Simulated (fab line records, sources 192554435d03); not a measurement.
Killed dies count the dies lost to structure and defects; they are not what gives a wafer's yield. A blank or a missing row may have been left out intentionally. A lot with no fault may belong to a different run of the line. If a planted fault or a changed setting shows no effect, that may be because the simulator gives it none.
Chamber matching + flow n5 finfet + 4 sister chambers for N5_HKMG_FIN_ALD_74 on ald hk-02
The step deposits La2O3, target thk 0.5 nm, pulse time 6 s, co reactant pulse time 1 s. 8 wafers are shown with their chamber, then 11 later ones without.

== WAFERS PAIRED WITH THEIR CHAMBERS ==
| wafer  | chamber | heater power w (W) | precursor pulse height rel |
|--------|---------|--------------------|----------------------------|
| L077.1 | 0       | 331                | 1.005                      |
| L085.4 | 1       | 318                | 0.998                      |
| L085.6 | 1       | 320                | 0.982                      |
| L089.6 | 3       | 402                | 1.006                      |
| L090.1 | 2       | 341                | 1.028                      |
| L090.2 | 3       | 383                | 1.006                      |
| L090.5 | 2       | 334                | 0.956                      |
| L091.2 | 0       | 331                | 1.010                      |

== WAFERS WITHOUT THEIR CHAMBER ==
| wafer  | heater power w (W) | precursor pulse height rel |
|--------|--------------------|----------------------------|
| L091.3 | 341                | 0.993                      |
| L091.4 | 312                | 0.998                      |
| L092.2 | 335                | 0.995                      |
| L092.5 | 343                | 1.019                      |
| L092.6 | 311                | 1.018                      |
| L093.2 | 339                | 1.015                      |
| L093.4 | 321                | 0.986                      |
| L093.5 | 312                | 1.034                      |
| L094.1 | 325                | 0.994                      |
| L094.4 | 331                | 0.978                      |
| L094.6 | 351                | 0.992                      |

== WHICH CHAMBER EACH ONE RAN IN ==
| wafer  | from the rows above          | in truth |
|--------|------------------------------|----------|
| L091.3 | can't be placed: 2 or 0      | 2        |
| L091.4 | can't be placed: 1 or 0      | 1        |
| L092.2 | can't be placed: 2 or 0 or 1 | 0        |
| L092.5 | can't be placed: 2 or 0      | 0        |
| L092.6 | can't be placed: 1 or 0      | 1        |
| L093.2 | can't be placed: 2 or 0      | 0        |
| L093.4 | can't be placed: 1 or 0 or 2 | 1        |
| L093.5 | can't be placed: 1 or 0 or 2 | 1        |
| L094.1 | can't be placed: 1 or 0 or 2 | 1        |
| L094.4 | can't be placed: 2 or 0 or 1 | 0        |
| L094.6 | can't be placed: 2 or 0      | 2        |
Correct placement for 0 of the 11. Not placeable from these rows: 11 (in 11, the candidates include the true chamber). Wrongly placed: 0.
How it was worked out, from the rows above alone: a wafer's distance from a chamber is the root of the sum, over the readings, of the square of ((its reading less the chamber's mean) divided by the reading's scatter). The wafer belongs to the nearest chamber; if the next one is less than 2 further off, it can't be placed. For every chamber, the mean is computed from those of its wafers that are shown. The scatter: the root of (the sum of the squares of (reading less its chamber's mean) over the shown wafers, divided by (wafers less chambers)).
